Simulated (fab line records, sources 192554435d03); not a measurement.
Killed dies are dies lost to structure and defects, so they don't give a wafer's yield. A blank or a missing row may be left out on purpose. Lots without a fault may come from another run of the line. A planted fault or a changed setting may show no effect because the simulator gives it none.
Split-lot experiment | flow n5_finfet | 7 lots, 39 wafers read, on a route of 1938 steps

THE SPLIT
At N5_DUMMY_GATE_ETCH_32 (etches SiO2 in CF4, target depth 3.5 nm, time 3.9 s), the setting time_s was moved away from the recipe's 3.9 s on 12 of the 39 wafers read, by -17.5% to +20.8%. The other wafers ran this setting at the recipe's value.

The reading is taken at the split's own step.

THE READING
etch.depth_nm (the simulator's own value, which no gauge read), in nm, at N5_DUMMY_GATE_ETCH_32 (etches SiO2 in CF4, target depth 3.5 nm, time 3.9 s). The file gives no usual value for it. The 27 wafers here that ran the recipe average 3.488 nm, standard deviation 0.069 nm.

wafer  | tool, chamber at the split | time_s as run, s | against the recipe | etch.depth_nm, nm | against lot-mates on the recipe
L074.1 | rie_si-01, 1               | 3.9              | recipe             | 3.376             | -
L074.2 | rie_si-01, 3               | 3.9              | recipe             | 3.48              | -
L074.6 | rie_si-01, 2               | 3.9              | recipe             | 3.528             | -
L075.1 | rie_si-05, 1               | 3.9              | recipe             | 3.496             | -
L075.2 | rie_si-05, 0               | 3.9              | recipe             | 3.601             | -
L075.3 | rie_si-05, 2               | 3.9              | recipe             | 3.605             | -
L075.4 | rie_si-05, 3               | 3.9              | recipe             | 3.429             | -
L075.5 | rie_si-05, 1               | 3.9              | recipe             | 3.503             | -
L075.6 | rie_si-05, 2               | 3.9              | recipe             | 3.614             | -
L083.1 | rie_si-05, 1               | 3.9              | recipe             | 3.489             | -
L083.2 | rie_si-05, 2               | 3.9              | recipe             | 3.576             | -
L083.3 | rie_si-05, 0               | 4.71             | +20.8%             | 4.267             | +0.754
L083.4 | rie_si-05, 3               | 4.71             | +20.8%             | 4.083             | +0.570
L083.5 | rie_si-05, 1               | 3.9              | recipe             | 3.474             | -
L083.6 | rie_si-05, 2               | 4.71             | +20.8%             | 4.319             | +0.806
L084.1 | rie_si-01, 0               | 3.9              | recipe             | 3.437             | -
L084.2 | rie_si-01, 3               | 3.9              | recipe             | 3.468             | -
L084.3 | rie_si-01, 1               | 3.9              | recipe             | 3.361             | -
L084.4 | rie_si-01, 2               | 3.9              | recipe             | 3.531             | -
L084.5 | rie_si-01, 3               | 3.9              | recipe             | 3.459             | -
L084.6 | rie_si-01, 0               | 3.9              | recipe             | 3.436             | -
L085.1 | rie_si-03, 3               | 3.218            | -17.5%             | 2.892             | -0.584
L085.2 | rie_si-03, 1               | 3.218            | -17.5%             | 2.907             | -0.569
L085.3 | rie_si-03, 2               | 3.9              | recipe             | 3.441             | -
L085.4 | rie_si-03, 0               | 3.218            | -17.5%             | 2.916             | -0.560
L085.5 | rie_si-03, 2               | 3.9              | recipe             | 3.478             | -
L085.6 | rie_si-03, 1               | 3.9              | recipe             | 3.509             | -
L087.1 | rie_si-01, 2               | 4.42             | +13.3%             | 3.994             | +0.578
L087.2 | rie_si-01, 0               | 3.9              | recipe             | 3.42              | -
L087.3 | rie_si-01, 3               | 3.9              | recipe             | 3.468             | -
L087.4 | rie_si-01, 1               | 3.9              | recipe             | 3.36              | -
L087.5 | rie_si-01, 0               | 4.42             | +13.3%             | 3.88              | +0.464
L087.6 | rie_si-01, 3               | 4.42             | +13.3%             | 3.964             | +0.548
L088.1 | rie_si-03, 0               | 3.9              | recipe             | 3.576             | -
L088.2 | rie_si-03, 3               | 3.9              | recipe             | 3.53              | -
L088.3 | rie_si-03, 1               | 3.9              | recipe             | 3.54              | -
L088.4 | rie_si-03, 2               | 3.461            | -11.3%             | 3.09              | -0.459
L088.5 | rie_si-03, 3               | 3.461            | -11.3%             | 3.124             | -0.425
L088.6 | rie_si-03, 0               | 3.461            | -11.3%             | 3.174             | -0.375

THE FIT
A straight line over all 39 wafers: etch.depth_nm changes by +0.0342 nm for each +1% of time_s; r = +0.98; the points scatter about the line by 0.069 nm.
The same after taking each lot's own level away (the mean of its wafers on the recipe; 39 wafers): +0.035 nm for each +1%; r = +0.98; scatter 0.06 nm.
On that fit, the largest move of time_s shifts the reading by 0.73 nm.
The lots' own levels span 3.4160 to 3.5487 nm, that is 1.9 times the standard deviation above.
So the lot-to-lot level changes the slope little: the two slopes agree.
Check: with one of the wafers moved furthest among these (+20.8%) left out of the fit, the line predicts +0.728 nm for it against its lot-mates. It came out at +0.754 nm against them.

OTHER SPLITS ON THESE WAFERS
These wafers also went through other splits before the reading. Each is held against what the fit with the lots' levels taken away leaves over:
other split on the same wafers    | wafers away from the commonest value | r with etch.depth_nm (lot level and that fit taken away)
N5_FIN_SAQP_MANDREL_ETCH_22 icp_w | 9                                    | +0.24
N5_FIN_CUT_EXPOSE_05 dose_mj      | 15                                   | +0.08

THE FILE'S OWN FIT
etch.depth_nm changes by +0.0351 nm for each +1% of time_s, r = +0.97.
